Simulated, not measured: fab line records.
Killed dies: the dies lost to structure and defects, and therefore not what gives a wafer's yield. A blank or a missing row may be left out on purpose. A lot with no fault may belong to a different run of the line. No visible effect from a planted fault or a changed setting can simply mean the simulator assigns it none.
Comparing a struck lot with a sound one / flow n5_finfet / 17 steps out of a route of 1938
Sound: the wafers L447.2, L447.3, L447.6. Wafers L440.2, L440.3, L440.4 were the ones struck. The cause comes at the end.
At each step with rows: each side's tool, then ch and its chambers, then its first start. Under that, the readings that differ: sound wafers / struck wafers / difference of the means / sigmas: that difference in standard deviations of wafers without a fault.
alike: same words and numbers on both sides, and readings whose means sit less than 2 such deviations apart. not compared: any withheld reading, any reading some wafer has no value for, any bound like >300 that may hide the same value, and any number with overlapping values for which the record gives no deviation.
The two part at a step that has a row with sigmas, a row that says differs or no value, or rows on one side only. Numbers that have no deviation but don't overlap get no sigmas and don't part them. A reading missing from all wafers of one side parts the sides only when that side holds two or more wafers.

first, 10 steps without rows for these wafers: N5_SDB_PRECLEAN_23 (cleans in dHF, time 30 s); N5_SDB_DUMMY_REMOVE_24 (chemistry TMAH, target poly-Si, stops on SiO2, target depth 142 nm, time 57 s, rinse time 30 s); N5_SDB_ETCH_25 (etches SiO2 in C4F6/O2, target depth 10 nm, time 3.3 s); N5_SDB_CUT_ETCH_26 (etches Si in HBr/Cl2/O2, target depth 129.6 nm, bt time 20 s, time 51.8 s); N5_SDB_PRECLEAN_38 (cleans in dHF, time 10 s); N5_SDB_PRECLEAN_39 (cleans in O3/DIW, time 45 s); N5_SDB_SRD_28 (time 30 s); N5_SDB_ALD_29 (deposits SiNx, target thk 30 nm, pulse time 1 s, ald cycles 600); N5_SDB_CMP_30 (polishes, stops on poly-Si, t overpolish 1.54 s, target thk 30 nm); N5_DUMMY_REMOVAL_HM_STRIP_01 (strips SiNx in CH3F/O2, stops on poly-Si, target depth 4 nm, time 6.8 s).
N5_DUMMY_REMOVAL_STRIP_10: strips in N2/H2, time 40 s.
  sound on rie_diel-04 ch 1,2, day 9 19:23; struck on rie_diel-02 ch 0,1,3, day 8 00:41
  no value came back on the struck wafers for any of 8 readings (bias_power_w (W), chamber_pressure_mTorr (mTorr) and others); on the sound wafers bias_power_w (W) reads 3.006 2.988 2.991
  not compared: rf_hours_counter_h
then, 2 steps without rows for these wafers: N5_DUMMY_REMOVAL_PRECLEAN_07 (cleans in dHF, time 30 s); N5_DUMMY_REMOVAL_DUMMY_REMOVE_02 (chemistry TMAH, target poly-Si, stops on SiO2, target depth 142 nm, time 57 s, rinse time 30 s).
N5_DUMMY_REMOVAL_INSPECT_06: inspects for defects (brightfield).
  sound: defect_inspect-02 at day 9 19:33; struck: defect_inspect-02 at day 8 00:50
reading=raw_defect_count; sound=7 14 13; struck=139 144 123; difference=+124; sigmas=+23
then, 1 step without rows for these wafers: N5_DUMMY_REMOVAL_PRECLEAN_08 (cleans in NF3:NH3, afs cycles 2, time 20 s, sublimation time 60 s).
N5_BEOL_M4_RC_MEAS_101:
  the record has rows for the sound wafers here (prober-02 ch 0, day 14 14:11) and none for the struck ones
-- a jump in the record: the struck wafers' starts before and after are 9 days apart (it breaks off in module BEOL_M4 and resumes in module PASSIVATION, where the first step shown is number 1936 of the route) --
N5_PASSIVATION_PROBE_49:
  record: rows for the struck wafers here (prober-01, day 16 19:58), none for the sound ones

WHERE THEY PART
At N5_DUMMY_REMOVAL_STRIP_10 first; at N5_PASSIVATION_PROBE_49 last (within this record only).

WHY: what had been put in by the simulator
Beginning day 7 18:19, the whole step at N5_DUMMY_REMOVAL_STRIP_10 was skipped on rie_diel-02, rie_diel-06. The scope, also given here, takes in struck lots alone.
